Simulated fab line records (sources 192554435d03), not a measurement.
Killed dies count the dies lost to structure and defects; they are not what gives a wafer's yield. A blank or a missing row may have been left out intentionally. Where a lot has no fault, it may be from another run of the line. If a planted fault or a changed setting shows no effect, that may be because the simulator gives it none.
fab line records	flow n5_finfet
[record] lots = 12	wafers = 32	last_day = 17
route steps=1938 shown DUMMY_GATE@257 SPACER0@260 SD_EPI_N@272 BEOL_M4@1111
lots that met no fault: taken from a fault-free run of the same line
start_h: the number of hours between the record's first day and the start of the first shown wafer of the lot	wait_h: hours from the lot's prior step to this one	" identical to the entry in the row above	L1.1+2: several wafers, shown together as one row	- value missing, or start not given	* or withheld: withheld	< > ~ a bound
route shown NAME@n: NAME is a module with steps in the file, n the number in the route of the first one	usual: the fault-free wafers' mean and standard deviation	same: alike in all rows	chamber/n: place in a boat	sites: each site's reading	_std_site: the standard deviation of these	_edge_site: the outer-site mean with the inner-site mean subtracted	radius_mm: how far each site lies from the wafer's centre	mask NAME#n: copy n	behind: tool/chamber where the wafer was last shaped	hold: why the lot went on hold/how many hours it stayed there/how the hold came to an end	device: transistor that didn't switch, given as n, p or np	end of line: the route-end tests of the same wafers	where a step has no rows: the recipe by itself	killed: the dies lost at the first sort to structure and to defects; this is not the yield of the wafer	map: dies across one wafer; x = killed, . = not, _ = none there
set.NAME: the setting as run; set.NAME@STEP: as run at that earlier step	model.NAME: the simulator's own value behind a step, which no gauge read
route steps across a sampled set of lots; one table per step, one row per wafer
services: when a tool's chamber went out of use (start_h, in hours from the record's first day, below 0 if earlier), for how many hours, and the reason
[[steps]]
[step N5_DUMMY_GATE_INSPECT_27]
[recipe] inspect_instrument = brightfield	mode = aei
[usual] raw_defect_count = 286/84
lot.wafer	tool	chamber	start_h	wait_h	raw_defect_count
L930.1	defect_inspect-02	-	115.50	0.0	334
L930.3	"	-	"	"	381
L930.6	"	-	"	"	310
L931.2	defect_inspect-01	-	123.57	0.0	380
L931.4	"	-	"	"	239
L931.6	"	-	"	"	187
L932.1	defect_inspect-02	-	125.75	0.0	297
L932.3	"	-	"	"	275
L932.6	"	-	"	"	251
L933.1	defect_inspect-01	-	134.42	0.0	404
L933.5	"	-	"	"	264
L933.6	"	-	"	"	290
L934.3	defect_inspect-01	-	137.30	0.0	473
L934.4	"	-	"	"	444
L934.5	"	-	"	"	458
L935.2	defect_inspect-02	-	145.38	0.0	167
L935.5	"	-	"	"	293
L935.6	"	-	"	"	213
L936.1	defect_inspect-02	-	151.24	0.0	345
L936.2	"	-	"	"	360
L936.4	"	-	"	"	336
L937.3	defect_inspect-02	-	155.23	0.0	346
L937.4	"	-	"	"	319
L938.3	defect_inspect-02	-	159.59	0.0	457
L938.4	"	-	"	"	364
L938.5	"	-	"	"	315
L939.2	defect_inspect-01	-	167.25	0.0	249
L939.5	"	-	"	"	170
L940.4	defect_inspect-02	-	172.35	0.0	186
L940.6	"	-	"	"	127
L941.3	defect_inspect-02	-	180.12	0.0	239
L941.6	"	-	"	"	206
[step N5_SPACER0_ALD_08]
[recipe] material = SiNx	target_thk_a = 20	temp_c = 400	ald_precursor_family = SiH2I2	ald_co_reactant = N2/H2-plasma	pressure_torr = 2
[usual] heater_power_w = 802/70
lot.wafer	tool	chamber	start_h	wait_h	heater_power_w
L930.1	ald_sin-03	3	116.99	1.2	770
L930.3	"	0	"	"	950
L930.6	"	2	"	"	697
L931.2	ald_sin-03	3	124.02	0.1	794
L931.4	"	1	"	"	809
L931.6	"	0	"	"	945
L932.1	ald_sin-01	2	126.20	0.1	773
L932.3	"	0	"	"	848
L932.6	"	1	"	"	752
L933.1	ald_sin-03	0	134.87	0.1	962
L933.5	"	3	"	"	760
L933.6	"	0	"	"	946
L934.3	ald_sin-03	3	137.83	0.1	759
L934.4	"	1	"	"	807
L934.5	"	0	"	"	928
L935.2	ald_sin-04	0	145.82	0.1	804
L935.5	"	1	"	"	819
L935.6	"	0	"	"	810
L936.1	ald_sin-03	3	151.68	0.1	767
L936.2	"	0	"	"	915
L936.4	"	2	"	"	692
L937.3	ald_sin-03	3	156.19	0.1	777
L937.4	"	0	"	"	922
L938.3	ald_sin-03	3	160.42	0.1	784
L938.4	"	0	"	"	953
L938.5	"	0	"	"	940
L939.2	ald_sin-03	1	167.78	0.1	830
L939.5	"	1	"	"	817
L940.4	ald_sin-04	3	173.12	0.1	721
L940.6	"	0	"	"	800
L941.3	ald_sin-01	1	180.56	0.1	751
L941.6	"	1	"	"	757
[step N5_SD_EPI_N_INSPECT_11]
[recipe] mode = adi	inspect_instrument = macro
[usual] raw_defect_count = 2.0/1.5
lot.wafer	tool	chamber	start_h	wait_h	raw_defect_count
L930.1	defect_inspect-02	-	117.64	0.0	1
L930.3	"	-	"	"	1
L930.6	"	-	"	"	1
L931.2	defect_inspect-02	-	124.50	0.0	1
L931.4	"	-	"	"	3
L931.6	"	-	"	"	1
L932.1	defect_inspect-01	-	126.81	0.0	3
L932.3	"	-	"	"	2
L932.6	"	-	"	"	2
L933.1	defect_inspect-01	-	135.47	0.0	1
L933.5	"	-	"	"	5
L933.6	"	-	"	"	5
L934.3	defect_inspect-01	-	138.44	0.0	0
L934.4	"	-	"	"	4
L934.5	"	-	"	"	1
L935.2	defect_inspect-01	-	146.44	0.0	2
L935.5	"	-	"	"	2
L935.6	"	-	"	"	1
L936.1	defect_inspect-02	-	152.17	0.0	2
L936.2	"	-	"	"	2
L936.4	"	-	"	"	1
L937.3	defect_inspect-02	-	156.81	0.0	2
L937.4	"	-	"	"	1
L938.3	defect_inspect-01	-	160.91	0.0	0
L938.4	"	-	"	"	3
L938.5	"	-	"	"	5
L939.2	defect_inspect-02	-	168.39	0.0	3
L939.5	"	-	"	"	5
L940.4	defect_inspect-01	-	173.67	0.0	1
L940.6	"	-	"	"	3
L941.3	defect_inspect-02	-	181.17	0.0	0
L941.6	"	-	"	"	3
[step N5_SD_EPI_N_WET_ETCH_43]
[recipe] chemistry = dHF	dilution = withheld	time_s = 14	target = SiO2	target_depth_a = 15	temp_c = 25
[usual] temp_c = 24.99/0.098	time_s = 14/0
lot.wafer	tool	chamber	start_h	wait_h	temp_c	time_s
L930.1	wet_bench-03	4	118.64	-	-	-
L930.3	"	1	"	"	-	-
L930.6	"	6	"	"	-	-
L931.2	wet_bench-01	2	125.41	-	-	-
L931.4	"	6	"	"	-	-
L931.6	"	1	"	"	-	-
L932.1	wet_bench-06	6	127.74	-	-	-
L932.3	"	1	"	"	-	-
L932.6	"	0	"	"	-	-
L933.1	wet_bench-01	4	136.38	-	25.06	14
L933.5	"	2	"	"	25.00	14
L933.6	"	3	"	"	24.93	14
L934.3	wet_bench-06	3	139.35	-	25.12	14
L934.4	"	4	"	"	25.00	14
L934.5	"	1	"	"	24.88	14
L935.2	wet_bench-01	6	147.34	-	25.08	14
L935.5	"	4	"	"	24.86	14
L935.6	"	1	"	"	24.90	14
L936.1	wet_bench-01	6	153.56	-	24.96	14
L936.2	"	7	"	"	24.95	14
L936.4	"	5	"	"	25.19	14
L937.3	wet_bench-01	1	157.71	-	25.03	14
L937.4	"	4	"	"	24.96	14
L938.3	wet_bench-06	7	161.91	-	24.94	14
L938.4	"	4	"	"	25.16	14
L938.5	"	5	"	"	24.94	14
L939.2	wet_bench-06	3	169.29	-	25.09	14
L939.5	"	6	"	"	24.99	14
L940.4	wet_bench-06	2	174.91	-	24.96	14
L940.6	"	4	"	"	25.04	14
L941.3	wet_bench-06	3	182.08	-	24.87	14
L941.6	"	5	"	"	24.77	14
[step N5_BEOL_M4_RC_MEAS_101]
[usual] DIBL_N = 36.3/1.6	DIBL_P = 36.2/2	IOFF_N = 0.160/0.028	IOFF_N_LONG = 5.65e-05/2.7e-06	IOFF_P = 0.21/0.036	ION_N = 677/11	ION_P = 465/6.9	SS_N = 71.5/0.55	SS_P = 73.3/0.64	VT_N = 250/3	VT_P = -250/3.5
lot.wafer	tool	chamber	start_h	wait_h	DIBL_N[mV/V]	DIBL_P[mV/V]	IOFF_N[nA/um]	IOFF_N_LONG[nA/um]	IOFF_P[nA/um]	ION_N[uA/um]	ION_P[uA/um]	SS_N[mV/dec]	SS_P[mV/dec]	VT_N[mV]	VT_P[mV]
L930.1	prober-01	0	235.13	0.0	36.5	38.2	0.168	7.74e-05	0.24	681	468	71.7	74.0	248	-251
L930.3	"	0	"	"	37.5	39.4	0.189	7.37e-05	0.26	684	466	71.4	74.6	248	-249
L930.6	"	0	"	"	35.9	37.8	0.156	7.56e-05	0.22	664	456	71.2	74.6	250	-252
L931.2	prober-02	0	240.42	0.2	36.0	34.4	0.130	7.45e-05	0.18	656	460	71.4	73.0	255	-253
L931.4	"	0	"	"	34.2	33.2	0.115	7.55e-05	0.17	662	463	70.5	72.5	254	-256
L931.6	"	0	"	"	34.3	32.7	0.117	7.58e-05	0.16	667	459	70.8	72.9	256	-257
L932.1	prober-01	0	242.18	0.0	36.0	36.9	0.149	7.17e-05	0.19	673	460	72.0	73.3	250	-254
L932.3	"	0	"	"	35.3	37.5	0.154	7.09e-05	0.20	678	469	71.4	73.2	253	-252
L932.6	"	0	"	"	36.1	37.5	0.155	7.23e-05	0.20	684	471	71.8	74.1	251	-256
L933.1	prober-01	0	245.65	0.0	37.1	37.1	0.172	5.53e-05	0.22	685	467	71.9	73.7	251	-254
L933.5	"	0	"	"	36.4	36.7	0.171	5.61e-05	0.21	678	462	72.1	73.8	249	-251
L933.6	"	0	"	"	37.3	37.1	0.188	5.58e-05	0.21	676	463	71.7	73.6	249	-252
L934.3	prober-01	0	275.85	0.3	39.2	41.0	0.242	5.82e-05	0.30	688	471	72.4	74.4	243	-245
L934.4	"	0	"	"	36.6	37.4	0.177	5.83e-05	0.23	682	470	72.3	73.9	247	-248
L934.5	"	0	"	"	36.7	37.9	0.181	5.91e-05	0.24	679	469	72.8	73.5	247	-246
L936.1	prober-02	0	276.75	0.0	34.3	35.0	0.128	5.23e-05	0.18	662	465	71.2	72.5	253	-251
L936.2	"	0	"	"	33.1	34.0	0.112	5.03e-05	0.17	660	458	71.3	72.6	255	-252
L936.4	"	0	"	"	35.6	37.1	0.155	5.14e-05	0.21	689	472	71.4	73.0	249	-252
L935.2	prober-01	0	277.53	0.2	35.6	35.3	0.145	5.49e-05	0.19	679	464	71.6	72.9	250	-253
L935.5	"	0	"	"	36.2	35.9	0.151	5.49e-05	0.20	674	459	71.7	73.0	250	-252
L935.6	"	0	"	"	33.8	34.1	0.119	5.33e-05	0.16	669	461	70.7	71.9	253	-253
L938.3	prober-02	0	280.67	0.3	35.7	34.2	0.147	5.82e-05	0.22	666	458	71.0	72.6	250	-248
L938.4	"	0	"	"	38.5	38.1	0.206	5.71e-05	0.27	692	471	72.0	74.1	245	-246
L938.5	"	0	"	"	37.5	35.7	0.178	5.87e-05	0.23	697	476	71.6	73.1	249	-250
L937.3	prober-01	0	280.76	0.3	36.1	36.7	0.142	5.42e-05	0.19	666	457	71.4	73.5	254	-251
L937.4	"	0	"	"	34.9	35.5	0.133	5.46e-05	0.18	673	463	71.2	72.8	252	-251
L939.2	prober-01	0	300.23	0.2	33.4	31.5	0.118	5.55e-05	0.16	669	455	71.0	72.4	252	-255
L939.5	"	0	"	"	32.2	30.3	0.107	5.62e-05	0.15	668	461	69.9	72.7	255	-254
L940.4	prober-02	0	300.57	0.5	34.3	34.8	0.135	5.76e-05	0.20	665	463	71.1	73.0	251	-249
L940.6	"	0	"	"	34.5	34.4	0.128	5.69e-05	0.18	665	462	70.9	73.1	253	-252
L941.3	prober-01	0	306.05	0.3	36.7	35.4	0.172	5.94e-05	0.21	682	463	71.5	73.3	247	-250
L941.6	"	0	"	"	35.5	34.4	0.151	5.91e-05	0.20	684	465	71.0	73.7	246	-248
[[services]]
tool	chamber	start_h	hours	kind
ald_sin-03	1	94.71	3.5	repair
ald_sin-04	-	117.96	2.8	pm
ald_sin-01	-	155.04	6.0	pm
wet_bench-01	-	176.16	1.9	pm
ald_sin-03	-	176.90	14.0	pm
ald_sin-03	0	176.90	14.0	vent_cycle
ald_sin-03	1	176.90	14.0	vent_cycle
ald_sin-03	2	176.90	14.0	vent_cycle
ald_sin-03	3	176.90	14.0	vent_cycle
[[key]]
[first_sign] step = N5_SD_EPI_N_WET_ETCH_43	reading = tool_record	direction = missing
[effect] step = N5_BEOL_M4_RC_MEAS_101	reading = IOFF_N_LONG	direction = up	sigmas = 6.6	usual = 5.65e-05	struck = 7.42e-05
met_at N5_SD_EPI_N_WET_ETCH_43
struck_lots L930,L931,L932
not_acting_at N5_DUMMY_GATE_INSPECT_27,N5_SPACER0_ALD_08,N5_SD_EPI_N_INSPECT_11
[fault] kind = skipped_step_whole	tool = wet_bench-01,wet_bench-03,wet_bench-06	chamber = -	onset_h = 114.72	steps = N5_SD_EPI_N_WET_ETCH_43	scope = struck_lots_only
